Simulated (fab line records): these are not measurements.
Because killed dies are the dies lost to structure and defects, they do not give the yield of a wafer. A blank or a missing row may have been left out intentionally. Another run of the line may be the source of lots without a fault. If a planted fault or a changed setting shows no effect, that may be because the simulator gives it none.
Which tool was responsible?	flow n5 finfet	45 wafers from 15 lots sampled at 7 of the route's 1938 steps

## WHAT THE GAUGES SHOWED, per wafer
N5_BEOL_M7_CD_MEAS_18: pitch 80 nm, target cd 40 nm. Usual: 40.2 nm for cd nm, sd 0.51.
lot	measured	on	cd nm (nm)	flag
L127	day 10 03:59	cd sem-01	40.3 40.2 39.4	
L131	day 10 08:02	cd sem-01	40.1 40.8 40.3	
L130	day 10 08:20	cd sem-03	39.8 40.1 40.6	
L135	day 11 11:55	cd sem-03	40.2 39.9 39.9	
L136	day 11 13:56	cd sem-03	40.9 40.6 40.2	
L134	day 11 14:24	cd sem-03	42.2 40.9 40.5	
L140	day 12 20:11	cd sem-03	39.8 39.6 39.5	
L137	day 12 23:17	cd sem-01	- - -	OFF
L142	day 12 23:35	cd sem-02	- - -	OFF
L141	day 13 08:49	cd sem-01	- - -	OFF
L144	day 13 09:08	cd sem-03	40.8 40.8 41.0	
L147	day 14 11:07	cd sem-02	39.3 40.9 39.7	
L146	day 14 11:32	cd sem-03	40.1 39.4 40.0	
L148	day 15 02:02	cd sem-02	40.3 40.8 40.7	
L149	day 15 21:02	cd sem-02	40.8 40.3 39.2	

## EACH LOT AND THE TOOL THAT RAN IT (in order: tool; ch and the chambers of the sampled wafers; start)
lot	N5_BEOL_M6_SPUTTER_48	N5_BEOL_M6_DEP_56	N5_BEOL_M7_CURE_74	N5_BEOL_M7_ETCH_61	N5_BEOL_M7_ETCH_62	N5_BEOL_M7_HM_OPEN_17
L127	pvd sputter-01, day 9 23:42	pecvd-02 ch 1,2, day 10 00:38	uv cure-02 ch 1, day 10 00:53	rie diel-04 ch 0,2, day 10 03:34	rie diel-04 ch 0,2, day 10 03:37	rie metal-02 ch 0,1, day 10 03:49
L131	pvd sputter-02, day 10 04:34	pecvd-02 ch 1,2, day 10 05:44	uv cure-03 ch 0, day 10 05:56	rie diel-03 ch 1,2, day 10 07:36	rie diel-03 ch 1,2, day 10 07:40	rie metal-01 ch 0,1, day 10 07:50
L130	pvd sputter-02, day 10 05:03	pecvd-03 ch 0,1, day 10 06:01	uv cure-01 ch 1, day 10 06:15	rie diel-03 ch 0,3, day 10 07:55	rie diel-03 ch 0,3, day 10 07:58	rie metal-02 ch 0,1, day 10 08:09
L135	pvd sputter-03, day 11 08:59	pecvd-04 ch 0,1, day 11 09:56	uv cure-03 ch 0, day 11 10:13	rie diel-03 ch 2,3, day 11 11:29	rie diel-03 ch 2,3, day 11 11:32	rie metal-03 ch 0,1, day 11 11:43
L136	pvd sputter-03, day 11 09:15	pecvd-02 ch 0,2, day 11 10:13	uv cure-01 ch 0, day 11 10:25	rie diel-04 ch 1,3, day 11 13:31	rie diel-04 ch 1,3, day 11 13:34	rie metal-01 ch 0,1, day 11 13:45
L134	pvd sputter-03, day 11 10:56	pecvd-03 ch 0,1, day 11 12:10	uv cure-03 ch 2, day 11 12:29	rie diel-03 ch 2,3, day 11 13:57	rie diel-03 ch 2,3, day 11 14:00	rie metal-02 ch 0,1, day 11 14:11
L140	pvd sputter-02, day 12 13:50	pecvd-02 ch 0,2, day 12 16:44	uv cure-01 ch 0, day 12 17:01	rie diel-04 ch 0,1,3, day 12 19:38	rie diel-04 ch 0,1,3, day 12 19:41	rie metal-01 ch 0,1, day 12 19:53
L137	pvd sputter-03, day 12 18:58	pecvd-03 ch 0,1, day 12 21:28	uv cure-03 ch 0, day 12 21:50	rie diel-02 ch 2,3, day 12 22:52	rie diel-02 ch 2,3, day 12 22:55	rie metal-03 ch 0,1, day 12 23:08
L142	pvd sputter-02, day 12 19:32	pecvd-02 ch 0,1,2, day 12 21:44	uv cure-02 ch 1, day 12 21:56	rie diel-03 ch 1,2,3, day 12 23:10	rie diel-03 ch 1,2,3, day 12 23:13	rie metal-01 ch 0,1, day 12 23:25
L141	pvd sputter-02, day 13 02:44	pecvd-02 ch 0,1, day 13 05:11	uv cure-03 ch 0, day 13 05:23	rie diel-03 ch 0,1,2, day 13 08:20	rie diel-03 ch 0,1,2, day 13 08:23	rie metal-01 ch 0,1, day 13 08:35
L144	pvd sputter-02, day 13 03:50	pecvd-04 ch 0,1, day 13 07:07	uv cure-01 ch 1, day 13 07:25	rie diel-03 ch 0,1,2, day 13 08:42	rie diel-03 ch 0,1,2, day 13 08:46	rie metal-01 ch 0,1, day 13 08:57
L147	pvd sputter-03, day 14 04:43	pecvd-02 ch 0,1,2, day 14 08:04	uv cure-02 ch 2, day 14 08:43	rie diel-02 ch 0,2,3, day 14 10:34	rie diel-02 ch 0,2,3, day 14 10:37	rie metal-02 ch 0,1, day 14 10:50
L146	pvd sputter-02, day 14 05:35	pecvd-02 ch 1,2, day 14 09:36	uv cure-03 ch 2, day 14 09:58	rie diel-03 ch 1,2,3, day 14 11:07	rie diel-03 ch 1,2,3, day 14 11:10	rie metal-01 ch 0,1, day 14 11:23
L148	pvd sputter-01, day 14 21:13	pecvd-04 ch 1,2, day 14 22:58	uv cure-01 ch 2, day 14 23:14	rie diel-03 ch 1,2,3, day 15 01:37	rie diel-03 ch 1,2,3, day 15 01:41	rie metal-02 ch 0,1, day 15 01:52
L149	pvd sputter-01, day 15 17:41	pecvd-02 ch 0,1,2, day 15 18:35	uv cure-01 ch 2, day 15 18:46	rie diel-04 ch 1,2, day 15 20:32	rie diel-04 ch 1,2, day 15 20:35	rie metal-01 ch 1, day 15 20:46
- N5_BEOL_M6_SPUTTER_48: material Cu, target thk 10 nm, time 1.667 s.
- N5_BEOL_M6_DEP_56: deposits SiCN from 3MS/NH3, target thk 10 nm, time 17.5 s.
- N5_BEOL_M7_CURE_74: cures SiCOH lowk, time 240 s.
- N5_BEOL_M7_ETCH_61: etches SiARC in CF4, target depth 45.5 nm, time 75.8 s.
- N5_BEOL_M7_ETCH_62: etches SOC in N2/H2, target depth 110 nm, overetch 22 nm, time 165 s.
- N5_BEOL_M7_HM_OPEN_17: chemistry Cl2/BCl3, target TiN, target depth 20 nm, overetch 6 nm.

## AS READ BY THE TOOLS THEMSELVES (means over the sampled wafers that have a number; for cases with no such wafer, the mark the record gives instead)
N5_BEOL_M6_SPUTTER_48. Usual: 30.0 % for throttle valve pct, sd 0.8.
lot	tool	throttle valve pct (%)	flag
L127	pvd sputter-01	29.4	
L131	pvd sputter-02	30.0	
L130	pvd sputter-02	29.8	
L135	pvd sputter-03	30.9	
L136	pvd sputter-03	30.6	
L134	pvd sputter-03	30.8	
L140	pvd sputter-02	30.1	
L137	pvd sputter-03	31.0	
L142	pvd sputter-02	29.4	
L141	pvd sputter-02	29.7	
L144	pvd sputter-02	29.8	
L147	pvd sputter-03	30.2	
L146	pvd sputter-02	29.8	
L148	pvd sputter-01	29.7	
L149	pvd sputter-01	28.6	

N5_BEOL_M6_DEP_56. Usual: showerhead plenum p Torr 3.664 Torr, standard deviation 0.011; throttle valve pct 9.1 %, standard deviation 0.47.
lot	tool	showerhead plenum p Torr (Torr)	throttle valve pct (%)	flag
L127	pecvd-02	3.657	9.0	
L131	pecvd-02	3.654	9.3	
L130	pecvd-03	3.669	9.1	
L135	pecvd-04	3.673	8.9	
L136	pecvd-02	3.664	9.5	
L134	pecvd-03	3.672	9.3	
L140	pecvd-02	3.663	9.4	
L137	pecvd-03	3.674	9.3	
L142	pecvd-02	3.662	9.2	
L141	pecvd-02	3.668	9.1	
L144	pecvd-04	3.664	8.7	
L147	pecvd-02	3.666	9.3	
L146	pecvd-02	3.655	9.4	
L148	pecvd-04	3.652	8.5	
L149	pecvd-02	3.660	9.3	

N5_BEOL_M7_CURE_74. Usual: lamp power pct 52.32 %, standard deviation 0.054; wafer_temp_C_max 386.8, standard deviation 0.51.
lot	tool	lamp power pct (%)	wafer_temp_C_max	flag
L127	uv cure-02	52.35	386.7	
L131	uv cure-03	52.35	387.3	
L130	uv cure-01	52.33	387.2	
L135	uv cure-03	52.33	386.5	
L136	uv cure-01	52.35	387.0	
L134	uv cure-03	52.30	386.5	
L140	uv cure-01	52.30	386.9	
L137	uv cure-03	52.30	387.0	
L142	uv cure-02	52.33	387.0	
L141	uv cure-03	52.28	386.5	
L144	uv cure-01	52.30	387.6	
L147	uv cure-02	52.34	386.2	
L146	uv cure-03	52.33	386.5	
L148	uv cure-01	52.32	386.1	
L149	uv cure-01	52.30	386.0	

N5_BEOL_M7_ETCH_61. Usual: bias w 36.00 W, standard deviation 0.11; cf4 flow sccm 100.0 sccm, standard deviation 0.3; drypump motor current A 5.8 A, standard deviation 0.51; etch rf on time s 76.2 s, standard deviation 1.2; mfc ar sccm 99.98 sccm, standard deviation 0.28; oes product au 0.65 a.u., standard deviation 0.068; rf vpp V 184.0 V, standard deviation 1.1; showerhead plenum p Torr 2.12 Torr, standard deviation 0.063; throttle valve pct 15.53 %, standard deviation 0.28.
lot	tool	bias w (W)	cf4 flow sccm (sccm)	drypump motor current A (A)	etch rf on time s (s)	mfc ar sccm (sccm)	oes product au (a.u.)	rf vpp V (V)	showerhead plenum p Torr (Torr)	throttle valve pct (%)	flag
L127	rie diel-04	35.99	99.9	5.4	77.1	99.90	0.63	183.7	2.08	15.38	
L131	rie diel-03	35.99	100.0	5.8	76.4	100.01	0.61	183.7	2.14	15.74	
L130	rie diel-03	36.01	100.0	5.6	76.5	99.96	0.63	184.4	2.14	15.59	
L135	rie diel-03	36.03	100.2	5.7	76.0	100.24	0.63	183.8	2.12	15.72	
L136	rie diel-04	36.07	100.3	5.6	76.3	100.08	0.66	183.6	2.09	15.39	
L134	rie diel-03	35.97	100.0	5.7	76.2	99.98	0.63	184.6	2.14	15.57	
L140	rie diel-04	36.06	99.9	5.8	76.1	100.01	0.63	183.0	2.05	15.54	
L137	rie diel-02	-	-	-	-	-	-	-	-	-	OFF
L142	rie diel-03	-	-	-	-	-	-	-	-	-	OFF
L141	rie diel-03	-	-	-	-	-	-	-	-	-	OFF
L144	rie diel-03	35.99	99.6	5.7	76.2	99.96	0.74	184.2	2.14	15.48	
L147	rie diel-02	36.08	100.0	5.7	74.9	100.01	0.75	184.7	2.16	15.53	
L146	rie diel-03	35.97	100.2	5.9	75.5	99.91	0.68	183.8	2.15	15.46	
L148	rie diel-03	36.04	99.7	5.9	75.2	99.84	0.67	184.2	2.14	15.48	
L149	rie diel-04	36.06	99.7	5.2	77.2	99.85	0.62	182.9	2.10	15.34	

N5_BEOL_M7_ETCH_62. Usual: for bias w, 150.1 W with a standard deviation of 0.44; for chamber pressure mTorr, 30.003 mTorr with a standard deviation of 0.028; for drypump motor current A, 5.8 A with a standard deviation of 0.51; for oes product au, 0.65 a.u. with a standard deviation of 0.064; for rf vpp V, 523.0 V with a standard deviation of 2.3; for showerhead plenum p Torr, 2.51 Torr with a standard deviation of 0.076; for throttle valve pct, 17.75 % with a standard deviation of 0.27.
lot	tool	bias w (W)	chamber pressure mTorr (mTorr)	drypump motor current A (A)	oes product au (a.u.)	rf vpp V (V)	showerhead plenum p Torr (Torr)	throttle valve pct (%)	flag
L127	rie diel-04	150.1	30.019	5.4	0.63	522.0	2.47	17.65	
L131	rie diel-03	150.2	30.014	5.8	0.61	523.6	2.54	17.88	
L130	rie diel-03	150.2	30.006	5.6	0.63	523.9	2.54	17.86	
L135	rie diel-03	149.5	30.018	5.7	0.62	523.4	2.52	17.94	
L136	rie diel-04	150.5	30.007	5.6	0.66	522.3	2.47	17.65	
L134	rie diel-03	150.0	29.992	5.8	0.63	524.0	2.54	17.84	
L140	rie diel-04	150.2	29.996	5.8	0.63	520.5	2.43	17.77	
L137	rie diel-02	150.2	29.972	5.3	0.32	523.4	2.54	17.49	OFF
L142	rie diel-03	149.9	29.968	5.9	0.31	523.9	2.56	17.61	OFF
L141	rie diel-03	149.9	30.016	5.7	0.32	522.6	2.53	17.61	OFF
L144	rie diel-03	150.1	29.983	5.7	0.73	523.8	2.53	17.67	
L147	rie diel-02	150.3	29.988	5.7	0.73	524.5	2.55	17.68	
L146	rie diel-03	150.2	29.979	5.9	0.67	523.9	2.55	17.69	
L148	rie diel-03	149.9	30.003	5.9	0.66	524.4	2.55	17.71	
L149	rie diel-04	150.8	30.013	5.2	0.63	521.7	2.49	17.62	

N5_BEOL_M7_HM_OPEN_17. Usual: drypump motor current A 6.1 A, standard deviation 0.34; mfc ar sccm 24.99 sccm, standard deviation 0.086; mfc cl2 sccm 53.27 sccm, standard deviation 0.16; oes product au 0.64 a.u., standard deviation 0.085; throttle valve pct 22.09 %, standard deviation 0.26.
lot	tool	drypump motor current A (A)	mfc ar sccm (sccm)	mfc cl2 sccm (sccm)	oes product au (a.u.)	throttle valve pct (%)	flag
L127	rie metal-02	5.9	25.03	53.12	0.60	22.37	
L131	rie metal-01	6.3	24.97	53.34	0.67	21.90	
L130	rie metal-02	6.0	24.92	53.45	0.66	22.28	
L135	rie metal-03	5.7	24.98	53.24	0.56	22.10	
L136	rie metal-01	6.3	25.09	53.18	0.61	22.07	
L134	rie metal-02	5.9	25.01	53.10	0.75	22.16	
L140	rie metal-01	6.3	25.03	53.22	0.64	21.92	
L137	rie metal-03	6.0	25.04	53.24	0.26	22.92	OFF
L142	rie metal-01	6.3	25.05	53.38	0.29	22.54	OFF
L141	rie metal-01	6.3	24.94	53.19	0.28	22.55	OFF
L144	rie metal-01	6.3	25.02	53.27	0.61	22.07	
L147	rie metal-02	5.9	25.03	53.29	0.73	22.15	
L146	rie metal-01	6.3	25.00	53.29	0.65	21.89	
L148	rie metal-02	5.9	25.01	53.15	0.72	22.16	
L149	rie metal-01	6.3	24.96	53.10	0.67	21.75	

## THE ANSWER, worked out from the rows above alone
Rule: a lot is off if the mean of its wafers that have a number lies more than 3 standard deviations from the usual mean. A lot without any number at a reading at which 4 lots or more have one is off too. Any other lot the step has rows for is counted as sound. After the gauges, taken in route order, come the tools' own readings; for these a lot's mean is taken, as printed above. At the first step where some lot is off, the reading lying furthest off is the one used; lots without a number count as furthest.
Off: L137, L142, L141, at N5_BEOL_M7_CD_MEAS_18 (cd nm). Without a number there: L137, L142, L141.
A tool fits if, at a process step before that reading, it ran every lot that is off, and no sound lot after the first of them. The gauges at N5_BEOL_M7_CD_MEAS_18 aren't tried: what is off there is off at N5_BEOL_M7_ETCH_61 too, on other tools, and a gauge's error can't cause that. Of those tried, none fits.

## WHAT THE SIMULATOR PUT IN
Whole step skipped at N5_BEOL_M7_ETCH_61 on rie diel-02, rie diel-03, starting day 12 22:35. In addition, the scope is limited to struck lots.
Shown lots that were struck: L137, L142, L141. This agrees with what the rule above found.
